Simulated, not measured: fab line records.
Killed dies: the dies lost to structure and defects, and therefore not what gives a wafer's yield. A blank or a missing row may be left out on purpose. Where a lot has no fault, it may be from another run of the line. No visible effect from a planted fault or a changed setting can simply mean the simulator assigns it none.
A lot that was struck, set against a sound lot ; flow nand-harc ; 14 out of 1302 route steps
Sound: wafers L703.2, L703.3, L703.6. Struck: wafers L712.1, L712.2, L712.3. At the end, the cause is stated.
Each step with rows lists, per side, the tool, then ch with its chambers, then its first start. Under that, the readings that differ: sound wafers ; struck wafers ; difference of the means ; sigmas: that difference in standard deviations of wafers without a fault.
alike: same words and numbers on both sides, and readings whose means sit less than 2 such deviations apart. not compared: any withheld reading, any reading some wafer has no value for, any bound like >300 that may hide the same value, and any number with overlapping values for which the record gives no deviation.
A row with sigmas, a row that says differs or no value, or rows on one side alone: a step with any of these is where the two part. When numbers do not overlap yet have no deviation, they are printed without sigmas and do not part them. A reading missing from all wafers of one side parts the sides only when that side holds two or more wafers.

NHARC_A_BLC_PVD_32: deposits Ti, target thk 5 nm, time 17.7 s.
  sound on pvd-sputter-02; struck on pvd-sputter-02
  alike: throttle-valve-pct
NHARC_A_BLC_ALD_23: deposits TiN, target thk 3 nm, pulse time 1 s, ald cycles 150.
  sound on ald-metal-04 ch 0,1,2, day 25 13:52; struck on ald-metal-03 ch 1,2,3, day 29 05:58
  alike: heater-power-w, precursor-pulse-height-rel
  not compared: since-wet-clean-h
NHARC_A_BLC_CVD_24: deposits W, target thk 150 nm, time 434 s.
  sound on cvd-w-01 ch 0,1; struck on cvd-w-02 ch 0,1
reading;sound;struck;difference;sigmas
throttle-valve-pct (%);7.2 8.0 7.5;8.0 8.4 8.6;+0.8;+2
  alike: heater-power-w
  not compared: since-wet-clean-h
NHARC_A_BLC_CMP_25: polishes, t overpolish 30 s, target thk 150 nm.
  sound on cmp-01 ch 0,3, day 25 14:36; struck on cmp-01 ch 0,1,3, day 29 06:42
  alike: motor-current-A, overpolish-run-s, time-to-endpoint-s
following that, these wafers have no rows for 1 step: NHARC_A_BLC_SRD_27.
NHARC_A_BLC_INSPECT_28:
  struck on defect-inspect-01, day 29 07:06; sound on defect-inspect-02, day 25 15:01
  alike: raw-defect-count
then, 5 steps without rows for these wafers: NHARC_A_M0_DEP_00 (deposits SiOC, target thk 150 nm); NHARC_A_M0_DEHYDRATE_01 (time 120 s); NHARC_A_M0_HMDS_02 (time 30 s); NHARC_A_M0_COAT_33 (time 65 s); NHARC_A_M0_COAT_03 (resist thk 90 nm).
NHARC_A_M0_SOFTBAKE_04: time 55 s.
  sound on litho-track-06 ch 0, day 25 15:00; struck on litho-track-01 ch 0, day 29 07:00
reading;sound;struck;difference;sigmas
heater-power-total-W (W);188.42 188.37 188.36;194.17 193.97 194.27;+5.75;+38
following that, these wafers have no rows for 1 step: NHARC_A_M0_EBR_05.
NHARC_END_SORT_01:
  sound on prober-01 ch 0, day 27 09:25; struck on prober-01 ch 0, day 30 23:08
  alike: defect-limited-yield, killed-at-array, killed-at-other, killed-at-periphery, killed-dies, killed-open, killed-short, sort_bin_2_pct, sort_bin_3_pct, sort_bin_4_pct, sort-n-pass, sort-rim-yield-pct, sort-yield-pct

== WHERE THEY PART ==
At NHARC_A_BLC_CVD_24 first; at NHARC_A_M0_SOFTBAKE_04 last (within this record only). Later steps at which nothing parts them and some readings are alike: NHARC_END_SORT_01.

WHY: what the simulator had put in
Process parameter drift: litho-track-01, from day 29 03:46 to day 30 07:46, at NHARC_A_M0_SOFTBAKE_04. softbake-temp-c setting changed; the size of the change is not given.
